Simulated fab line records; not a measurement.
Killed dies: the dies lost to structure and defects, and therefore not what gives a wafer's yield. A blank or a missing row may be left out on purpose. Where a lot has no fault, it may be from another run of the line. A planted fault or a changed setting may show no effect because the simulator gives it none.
fab line records	flow nandHarc
record: lots: 14	wafers: 42	lastDay: 33
route steps=1302 shown THIN_TSV@1268
lots that met no fault: from a run of the same line without faults
startH: start of the lot's first displayed wafer, in hours after the record's first day	waitH: hours elapsed since this lot's preceding step	" as in the row above	L1.1+2: several wafers, shown together as one row	- no value present, or no start provided	* or withheld: withheld	< > ~ a bound
route shown NAME@n: NAME is a module with steps in the file, n the number in the route of the first one	usual: mean/standard deviation taken from wafers without a fault	same: alike in all rows	chamber/n: place in a boat	sites: the reading at each site	_std_site: the values' standard deviation	_edge_site: mean of outer sites minus mean of inner sites	radiusMm: how far each site lies from the wafer's centre	mask NAME#n: copy n	behind: tool/chamber where the wafer was last shaped	hold: reason for holding the lot/hours on hold/outcome of the hold	device: transistor that didn't switch, given as n, p or np	end of line: the same wafers' tests at the end of the route	where a step has no rows: the recipe by itself	killed: dies lost to structure and defects at the first sort, not the wafer's yield	map: per-die view of a wafer (x killed, . not killed, _ where there is no die)
set.NAME: setting as actually run; set.NAME@STEP: the setting as run at that earlier step	model.NAME: the simulator's own value behind a step, which no gauge read
a sample of lots followed through the steps of the route, with each step as a table and each wafer as a row
services: from which hour (startH, from the record's first day; less than 0 if before it) a tool's chamber was out of use, for how many hours, and why
== steps ==
step: NHARC_THIN_TSV_ETCHBACK_48
recipe: targetDepthA: 10285	overEtchFrac: 0.3	timeS: 405.17	ionEnergyEv: 250	c4f8FlowSccm: withheld	arFlowSccm: withheld	rfW: 600	biasW: 300	chemistry: C4F8/Ar
usual: oesProductAu: 0.95/0.031	rfVppV: 545.8/2.1
lot.wafer	tool	chamber	startH	waitH	oesProductAu	rfHoursCounterH	rfVppV
L481.2	rieDiel-11	1	561.01	-	0.92	6	545.6
L481.3	"	3	"	"	0.92	6	546.1
L481.5	"	2	"	"	0.91	-	547.9
L482.2	rieDiel-08	1	567.95	-	0.96	2	542.9
L482.6	"	2	"	"	0.97	-	545.8
L482.4	"	0	"	"	0.95	-	544.3
L480.1	rieDiel-08	0	569.42	-	1.00	2	543.6
L480.5	"	2	"	"	1.03	-	546.6
L480.6	"	0	"	"	1.01	-	542.9
L483.3	rieDiel-10	0	570.34	-	0.99	4	547.7
L483.4	"	2	"	"	0.92	7	547.4
L483.1	"	3	"	"	0.91	8	543.1
L488.1	rieDiel-10	3	614.18	-	1.00	0	541.0
L488.2	"	1	"	"	1.00	0	546.3
L488.5	"	2	"	"	0.99	-	547.4
L486.3	rieDiel-10	3	619.16	-	0.99	1	542.1
L486.2	"	0	"	"	0.99	0	548.3
L486.5	"	2	"	"	1.00	-	546.9
L487.4	rieDiel-10	1	623.48	-	0.99	1	545.6
L487.2	"	3	"	"	0.95	2	542.0
L487.6	"	2	"	"	0.96	-	548.2
L489.4	rieDiel-10	0	638.15	-	0.91	2	546.6
L489.2	"	1	"	"	0.94	2	547.2
L489.6	"	1	"	"	0.93	-	547.7
L491.4	rieDiel-08	2	649.87	-	0.95	7	548.5
L491.2	"	3	"	"	0.93	5	549.1
L491.6	"	3	"	"	0.92	-	548.0
L492.3	rieDiel-08	2	669.22	-	0.94	9	545.2
L492.6	"	0	"	"	0.93	-	544.1
L492.5	"	1	"	"	0.92	-	543.7
L494.1	rieDiel-08	1	693.39	-	0.93	11	542.9
L494.5	"	0	"	"	0.93	-	544.6
L494.6	"	1	"	"	0.94	-	543.7
L493.4	rieDiel-11	2	694.60	-	0.92	5	548.2
L493.3	"	3	"	"	0.92	4	546.8
L493.2	"	0	"	"	0.93	3	545.5
L496.3	rieDiel-10	1	700.24	-	0.95	4	546.3
L496.2	"	0	"	"	0.93	4	547.9
L496.4	"	3	"	"	0.93	-	541.8
L503.4	rieDiel-08	2	786.56	-	0.94	5	546.9
L503.3	"	0	"	"	0.92	5	543.8
L503.5	"	2	"	"	0.94	-	545.6
step: NHARC_THIN_TSV_PRE_CLEAN_50
recipe: timeS: 30	tempC: 280	gas: H2/He
usual: heaterPowerW: 410/26
lot.wafer	tool	chamber	startH	waitH	heaterPowerW
L481.2	pvdSputter-03	-	-	-	400
L481.3	"	-	"	"	458
L481.5	"	-	"	"	452
L482.2	pvdSputter-02	-	-	-	383
L482.4	"	-	"	"	449
L482.6	"	-	"	"	399
L480.1	pvdSputter-02	-	-	-	444
L480.6	"	-	"	"	395
L480.5	"	-	"	"	450
L483.3	pvdSputter-02	-	-	-	396
L483.4	"	-	"	"	393
L483.1	"	-	"	"	409
L488.1	pvdSputter-01	-	-	-	443
L488.2	"	-	"	"	384
L488.5	"	-	"	"	406
L486.2	pvdSputter-03	-	-	-	382
L486.3	"	-	"	"	464
L486.5	"	-	"	"	375
L487.4	pvdSputter-03	-	-	-	452
L487.2	"	-	"	"	378
L487.6	"	-	"	"	397
L489.4	pvdSputter-01	-	-	-	405
L489.2	"	-	"	"	406
L489.6	"	-	"	"	373
L491.4	pvdSputter-03	-	-	-	381
L491.2	"	-	"	"	397
L491.6	"	-	"	"	385
L492.3	pvdSputter-03	-	-	-	378
L492.5	"	-	"	"	404
L492.6	"	-	"	"	461
L494.1	pvdSputter-01	-	-	-	433
L494.6	"	-	"	"	413
L494.5	"	-	"	"	394
L493.4	pvdSputter-03	-	-	-	458
L493.3	"	-	"	"	401
L493.2	"	-	"	"	373
L496.2	pvdSputter-01	-	-	-	413
L496.3	"	-	"	"	385
L496.4	"	-	"	"	413
L503.4	pvdSputter-03	-	-	-	385
L503.3	"	-	"	"	448
L503.5	"	-	"	"	380
step: NHARC_THIN_TSV_ETCH_59
recipe: targetDepthA: 8800	icpW: 900	biasW: 100	Cl2_flow_sccm: 60	bcl3FlowSccm: 30	timeS: 138.1	chemistry: Cl2/BCl3
usual: bcl3FlowSccm: 30.00/0.091	drypumpMotorCurrentA: 5.6/0.5	mfcCl2Sccm: 59.97/0.19	oesProductAu: 0.999/0.012	runLengthS: 159.0/0.39	throttleValvePct: 22.264/0.0086
lot.wafer	tool	chamber	startH	waitH	bcl3FlowSccm	drypumpMotorCurrentA	mfcCl2Sccm	oesProductAu	rfHoursCounterH	runLengthS	throttleValvePct
L481.2	rieMetal-01	0	564.95	0.1	30.16	4.9	60.26	1.013	2.6	158.6	22.269
L481.3	"	1	"	"	30.09	5.5	60.10	1.022	-	159.3	22.277
L481.5	"	1	"	"	30.16	5.5	60.12	1.010	-	159.3	22.263
L482.2	rieMetal-02	0	571.99	0.1	29.90	5.5	60.14	1.008	1.9	159.0	22.263
L482.4	"	0	"	"	30.07	5.5	60.18	1.001	-	159.0	22.260
L482.6	"	0	"	"	30.02	5.5	60.20	1.015	-	158.8	22.277
L480.1	rieMetal-01	1	573.33	0.2	30.08	5.5	59.90	1.025	2.8	159.1	22.271
L480.5	"	0	"	"	29.94	4.8	60.01	1.021	-	159.1	22.267
L480.6	"	1	"	"	30.02	5.5	59.92	1.021	-	159.3	22.260
L483.1	rieMetal-03	0	574.28	0.1	30.07	6.5	59.87	0.997	1.1	159.3	22.272
L483.4	"	0	"	"	29.93	6.5	59.90	0.999	-	159.1	22.265
L483.3	"	1	"	"	29.90	5.8	60.02	0.990	-	159.1	22.271
L488.2	rieMetal-02	1	618.10	0.1	30.04	5.7	59.63	1.024	2.6	158.7	22.268
L488.1	"	0	"	"	30.02	5.5	59.87	0.997	2.6	158.8	22.255
L488.5	"	0	"	"	29.98	5.5	59.99	1.009	-	159.1	22.257
L486.2	rieMetal-02	1	623.09	0.1	29.77	5.7	59.91	1.009	2.8	158.5	22.264
L486.3	"	0	"	"	29.93	5.6	59.92	1.009	-	159.2	22.250
L486.5	"	0	"	"	29.98	5.5	59.65	0.999	-	159.2	22.254
L487.2	rieMetal-03	0	627.56	0.2	29.82	6.5	60.03	1.002	-	159.6	22.276
L487.4	"	0	"	"	30.04	6.5	59.95	0.994	-	159.1	22.267
L487.6	"	0	"	"	30.03	6.5	59.61	0.998	-	159.3	22.264
L489.2	rieMetal-03	1	642.20	0.1	29.95	5.8	60.21	0.973	1.3	159.4	22.276
L489.4	"	1	"	"	30.05	5.8	59.86	0.974	-	159.1	22.263
L489.6	"	1	"	"	29.95	5.8	59.80	0.985	-	159.7	22.258
L491.2	rieMetal-02	1	653.71	0.1	29.95	5.7	59.90	1.006	0.2	158.4	22.264
L491.4	"	0	"	"	30.09	5.5	59.72	1.010	-	158.8	22.261
L491.6	"	1	"	"	29.97	5.7	59.99	1.022	-	158.4	22.268
L492.3	rieMetal-02	0	673.09	0.2	29.96	5.6	59.94	1.006	-	158.9	22.252
L492.5	"	1	"	"	29.96	5.7	60.15	1.005	-	158.6	22.259
L492.6	"	0	"	"	29.98	5.5	59.71	1.002	-	159.0	22.264
L494.1	rieMetal-02	1	697.33	0.1	29.84	5.7	59.64	1.002	1.1	137.4	22.270
L494.6	"	1	"	"	30.03	5.7	59.75	1.007	-	137.4	22.254
L494.5	"	0	"	"	29.97	5.5	60.10	1.011	-	138.3	22.261
L493.2	rieMetal-01	1	698.43	0.2	30.05	5.5	60.22	0.994	1.9	159.8	22.252
L493.4	"	0	"	"	29.98	4.8	59.95	0.977	-	158.5	22.264
L493.3	"	1	"	"	30.09	5.5	60.19	1.002	-	159.3	22.266
L496.2	rieMetal-02	1	704.13	0.1	30.01	5.7	59.88	0.999	1.6	137.6	22.244
L496.3	"	1	"	"	30.05	5.7	59.90	1.014	-	137.4	22.266
L496.4	"	0	"	"	29.84	5.6	59.68	0.996	-	137.8	22.261
L503.4	rieMetal-03	0	790.72	0.2	30.05	6.5	60.22	1.014	-	159.6	22.274
L503.3	"	1	"	"	30.02	5.8	60.03	0.988	-	159.1	22.263
L503.5	"	1	"	"	29.98	5.8	60.34	0.967	-	159.4	22.255
step: NHARC_THIN_TSV_CD_MEAS_37
usual: cdNm: 4999/3.1
lot.wafer	tool	chamber	startH	waitH	cdNm
L481.2	cdSem-01	-	566.10	-	5002
L481.3	"	-	"	"	4997
L481.5	"	-	"	"	5003
L482.2	cdSem-02	-	573.15	-	4996
L482.4	"	-	"	"	4999
L482.6	"	-	"	"	4999
L480.1	cdSem-02	-	574.44	-	5000
L480.5	"	-	"	"	4999
L480.6	"	-	"	"	4998
L483.1	cdSem-01	-	575.43	-	5000
L483.3	"	-	"	"	4997
L483.4	"	-	"	"	4998
L488.1	cdSem-02	-	619.26	-	4996
L488.2	"	-	"	"	4995
L488.5	"	-	"	"	4999
L486.2	cdSem-02	-	624.25	-	4996
L486.3	"	-	"	"	4997
L486.5	"	-	"	"	5004
L487.2	cdSem-01	-	628.90	-	4995
L487.4	"	-	"	"	4996
L487.6	"	-	"	"	4998
L489.2	cdSem-03	-	643.33	-	4995
L489.4	"	-	"	"	4998
L489.6	"	-	"	"	4996
L491.2	cdSem-01	-	654.86	-	4999
L491.4	"	-	"	"	5001
L491.6	"	-	"	"	5001
L492.3	cdSem-03	-	674.14	-	4996
L492.5	"	-	"	"	4999
L492.6	"	-	"	"	4999
L494.1	cdSem-03	-	698.48	-	4998
L494.5	"	-	"	"	5002
L494.6	"	-	"	"	5002
L493.2	cdSem-01	-	699.55	-	5002
L493.3	"	-	"	"	5006
L493.4	"	-	"	"	5000
L496.2	cdSem-03	-	705.29	-	5004
L496.3	"	-	"	"	5003
L496.4	"	-	"	"	5002
L503.3	cdSem-01	-	791.80	-	4993
L503.4	"	-	"	"	4994
L503.5	"	-	"	"	5000
== services ==
tool	chamber	startH	hours	kind
rieDiel-10	-	542.78	0.7	repair
rieDiel-08	-	544.81	9.0	pm
pvdSputter-01	-	550.87	30.4	repair
rieDiel-08	3	558.14	11.4	repair
rieDiel-10	1	563.89	4.3	repair
rieDiel-10	0	565.66	3.4	repair
pvdSputter-03	-	577.88	4.2	repair
rieMetal-03	-	580.86	1.5	repair
pvdSputter-01	-	582.36	10.0	pm
rieDiel-10	-	596.50	9.0	pm
rieDiel-08	3	597.89	8.8	repair
rieMetal-03	-	622.71	2.1	repair
rieMetal-03	1	625.49	9.5	repair
rieMetal-02	-	631.00	9.0	pm
pvdSputter-03	-	637.09	2.3	repair
rieDiel-10	2	690.95	11.6	repair
rieMetal-03	-	696.00	9.0	pm
rieDiel-08	3	700.68	13.6	repair
pvdSputter-03	-	704.00	10.0	pm
rieDiel-08	-	721.81	9.0	pm
rieDiel-08	1	756.65	12.8	repair
pvdSputter-01	-	760.36	10.0	pm
rieDiel-08	3	771.07	7.5	repair
rieDiel-10	-	773.50	9.0	pm
== key ==
firstSign: step: NHARC_THIN_TSV_ETCH_59	reading: runLengthS	direction: down	sigmas: 55	usual: *	struck: *
effect none on later readings
metAt NHARC_THIN_TSV_ETCH_59
struckLots L494,L496
laterRowsLeftOut L494.1,L494.5,L494.6,L496.2,L496.3,L496.4
sortLeftOut L494.1,L494.5,L494.6,L496.2,L496.3,L496.4
notActingAt NHARC_THIN_TSV_ETCHBACK_48,NHARC_THIN_TSV_PRE_CLEAN_50,NHARC_THIN_TSV_CD_MEAS_37
onsetBetween 673.09 697.33
fault: kind: processParameterDrift	tool: rieMetal-02	chamber: -	onsetH: 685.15	steps: NHARC_THIN_TSV_ETCH_59	channel: timeS	offset: *	shape: step	endH: 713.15	actsIn: *	stated: *
sortLeftOut: the simulated sort isn't trusted on such a fault, so these wafers' sort isn't shown, and their yield isn't known
laterRowsLeftOut: the simulator's readings of these wafers behind a module that went badly wrong aren't trusted and aren't shown, but for the sort
